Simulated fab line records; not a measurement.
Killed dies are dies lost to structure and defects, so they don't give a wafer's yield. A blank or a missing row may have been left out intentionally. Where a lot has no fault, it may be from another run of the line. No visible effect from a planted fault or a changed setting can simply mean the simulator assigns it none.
Matching of chambers ; flow n5 finfet ; 4 sister chambers for N5_BEOL_M6_STRIP_67 on rie diel-03
The step strips in CF4. 14 wafers are shown with their chamber, then 7 later ones without.

## WAFERS, EACH WITH ITS CHAMBER
wafer;chamber;showerhead plenum p Torr (Torr);throttle valve pct (%);drypump motor current A (A)
L077.1;0;1.76;13.37;5.1
L077.5;0;1.77;13.37;5.1
L077.6;3;1.73;13.85;5.9
L078.3;1;1.76;13.18;6.3
L078.4;0;1.76;13.37;5.0
L078.6;1;1.76;13.18;6.4
L079.2;0;1.76;13.39;5.1
L079.3;3;1.73;13.84;5.9
L079.4;1;1.76;13.17;6.3
L083.2;1;1.76;13.20;6.3
L083.5;2;1.86;13.94;5.5
L083.6;1;1.76;13.21;6.3
L082.1;2;1.86;13.95;5.5
L082.4;1;1.76;13.21;6.3

SIGNATURES, as means of the wafers listed above
reading;chamber 0;chamber 1;chamber 2;chamber 3;scatter within a chamber
showerhead plenum p Torr;1.7625;1.7600;1.8600;1.7300;0.00274
throttle valve pct;13.3750;13.1917;13.9450;13.8450;0.0137
drypump motor current A;5.075;6.317;5.500;5.900;0.0398
Rule: a wafer lies at a distance from a chamber equal to the root of the sum of squares, over the readings, of (its reading less the chamber's mean, divided by the reading's scatter). The wafer belongs to the nearest chamber; if the next one is less than 2 further off, it can't be placed. How the scatter is found: for the shown wafers, subtract from each reading the mean of its chamber, square and add these, divide the total by (wafers less chambers), then take the root.

## WAFERS WHOSE CHAMBER IS MISSING
wafer;showerhead plenum p Torr (Torr);throttle valve pct (%);drypump motor current A (A)
L082.5;1.72;13.87;5.9
L088.1;1.72;13.91;5.9
L088.2;1.85;13.99;5.5
L088.6;1.75;13.22;6.3
L096.1;1.72;13.93;5.9
L096.2;1.75;13.25;6.3
L096.5;1.85;14.02;5.5

## WHICH CHAMBER EACH ONE RAN IN
wafer;from the rows above;in truth
L082.5;3;3
L088.1;3;3
L088.2;2;2
L088.6;1;1
L096.1;3;3
L096.2;1;1
L096.5;2;2
Correct placement for 7 of the 7. Number that these rows cannot place: 0. Number placed wrongly: 0.
